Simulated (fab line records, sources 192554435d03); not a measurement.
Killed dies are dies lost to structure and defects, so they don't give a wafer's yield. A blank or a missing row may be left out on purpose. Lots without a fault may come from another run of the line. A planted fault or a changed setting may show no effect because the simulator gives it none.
Chamber matching | flow n5_finfet | N5_GATE_CUT_DESCUM_18 on rie_diel-03: 4 sister chambers
The step chemistry O2, time 7 s. 4 wafers are shown with their chamber, then 7 later ones without.

WAFERS WITH THEIR CHAMBER
wafer  | chamber | drypump_motor_current_A (A)
L088.3 | 1       | 5.9
L088.5 | 2       | 5.4
L089.1 | 0       | 5.2
L089.2 | 3       | 4.8

WAFERS WITHOUT THEIR CHAMBER
wafer  | drypump_motor_current_A (A)
L089.5 | 5.9
L092.2 | 4.7
L092.3 | 5.9
L092.5 | 5.2
L097.1 | 5.4
L097.2 | 4.7
L097.3 | 5.9

WHICH CHAMBER EACH WENT THROUGH
wafer  | from the rows above | in truth
L089.5 | 1                   | 1
L092.2 | 3                   | 3
L092.3 | 1                   | 1
L092.5 | 0                   | 0
L097.1 | 2                   | 2
L097.2 | 3                   | 3
L097.3 | 1                   | 1
Placed correctly: 7 of 7. Can't be placed from these rows: 0. Placed wrongly: 0.
How it was worked out, from the rows above alone: a wafer's distance from a chamber is the root of the sum, over the readings, of the square of ((its reading less the chamber's mean) divided by the reading's scatter). The wafer belongs to the nearest chamber; if the next one is less than 2 further off, it can't be placed. A chamber's mean is the mean of its shown wafers. The scatter: with one shown wafer a chamber, the root of the mean of the squares of how far each hidden wafer lies from its nearest shown one.
